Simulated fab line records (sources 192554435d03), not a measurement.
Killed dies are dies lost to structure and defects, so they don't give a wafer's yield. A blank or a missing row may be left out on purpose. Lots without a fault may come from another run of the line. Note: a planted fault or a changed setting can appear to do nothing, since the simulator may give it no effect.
Struck lot and sound lot, side by side	flow n5-finfet	36 out of 1938 route steps
Sound: the wafers L662.1, L662.3, L662.4. Wafers L664.1, L664.3, L664.5 were the ones struck. The cause is given at the end.
Each step with rows lists, per side, the tool, then ch with its chambers, then its first start. Under that, the readings that differ: sound wafers	struck wafers	difference of the means	sigmas: that difference in standard deviations of wafers without a fault.
alike: readings whose means differ by less than 2 such deviations, and words and numbers that are the same on both sides. not compared: withheld readings, readings that some wafer has no value for, bounds like >300 that may hide the same value, and numbers for which the record gives no deviation and whose values overlap.
A row with sigmas, a row that says differs or no value, or rows on one side alone: a step with any of these is where the two part. When numbers do not overlap yet have no deviation, they are printed without sigmas and do not part them. A reading that every wafer of one side lacks parts them only if that side has two wafers or more.

first, 9 steps without rows for these wafers: N5_BEOL_M9_COAT_75 (time 60 s, resist thk 5 nm); N5_BEOL_M9_COAT_22 (resist thk 30 nm); N5_BEOL_M9_EBR_24; N5_BEOL_M9_SOFTBAKE_23 (time 60 s); N5_BEOL_M9_EXPOSE_25 (exposes mask V8); N5_BEOL_M9_PEB_26 (peb time 60 s); N5_BEOL_M9_DEVELOP_27 (develop time 30 s); N5_BEOL_M9_DESCUM_33 (chemistry O2, time 7 s); N5_BEOL_M9_ETCH_76 (etches underlayer in N2/H2, target depth 6.5 nm, time 5.2 s).
N5_BEOL_M9_ETCH_65: etches SiARC in CF4, target depth 15.6 nm, time 26 s.
  sound on rie-diel-06 ch 1,2,3, day 10 04:01; struck on rie-diel-06 ch 0,1,2, day 10 12:41
  alike: drypump-motor-current-A, etch-rf-on-time-s, oes-product-au, rf-vpp-V, showerhead-plenum-p-Torr, throttle-valve-pct
  not compared: rf-hours-counter-h
then, 25 steps without rows for these wafers: N5_BEOL_M9_ETCH_66 (etches SOC in N2/H2, target depth 80 nm, overetch 16 nm, time 120 s); N5_BEOL_M9_STRIP_69 (strips in N2/H2); N5_BEOL_M9_STRIP_77 (strips in N2/H2); N5_BEOL_M9_VIA_ETCH_34 (etches SiCOH lowk in C4F6/O2, target depth 182.4 nm, time 68.4 s); N5_BEOL_M9_STRIP_73 (strips in C4F6/O2); N5_BEOL_M9_STRIP_36 (strips in N2/H2); N5_BEOL_M9_TRENCH_ETCH_37 (etches SiCOH lowk in C4F6/O2, target depth 151.43 nm, time 49 s); N5_BEOL_M9_ETCH_41 (etches SiCN in CH3F/O2, target depth 36.6 nm, time 70.1 s); N5_BEOL_M9_STRIP_80 (strips in N2/H2, time 10 s); N5_BEOL_M9_HM_STRIP_39 (strips TiN in peroxide tin strip, target depth 25 nm, time 158 s); N5_BEOL_M9_SRD_40 (time 30 s); N5_BEOL_M9_PRECLEAN_42 (cleans in residue remover, time 60 s); N5_BEOL_M9_SRD_43 (time 30 s); N5_BEOL_M9_CURE_72 (cures SiCOH lowk, time 120 s); N5_BEOL_M9_DEGAS_44 (time 60 s); N5_BEOL_M9_PRE_CLEAN_45 (time 30 s); N5_BEOL_M9_ALD_74 (deposits TaN, target thk 2 nm, pulse time 2 s, purge time 3 s); N5_BEOL_M9_SURFACE_TREAT_79; N5_BEOL_M9_CVD_78 (deposits Co from CCTBA/H2, target thk 2 nm, time 138.9 s); N5_BEOL_M9_SPUTTER_48 (material Cu, target thk 12 nm, time 2 s); N5_BEOL_M9_ECD_50 (material Cu, target thk 318 nm); N5_BEOL_M9_ANNEAL_51 (time 90 s); N5_BEOL_M9_CMP_52 (polishes, stops on SiCOH lowk, t overpolish 7 s, target thk 140 nm); N5_BEOL_M9_PRE_CLEAN_55 (time 15 s); N5_BEOL_M9_DEP_56 (deposits SiCN from 3MS/NH3, target thk 15 nm, time 26.5 s).
-- record jumps: 2 days separate the struck wafers' starts on either side; left off in module BEOL_M9, taken up again in module PASSIVATION, whose first shown step is the route's number 1936 --
N5_PASSIVATION_PROBE_49:
  only the struck wafers here have rows in the record (prober-01, day 12 19:46); the sound ones have none

WHERE THEY PART
Only at N5_PASSIVATION_PROBE_49, within this record.

WHY: what the simulator had put in
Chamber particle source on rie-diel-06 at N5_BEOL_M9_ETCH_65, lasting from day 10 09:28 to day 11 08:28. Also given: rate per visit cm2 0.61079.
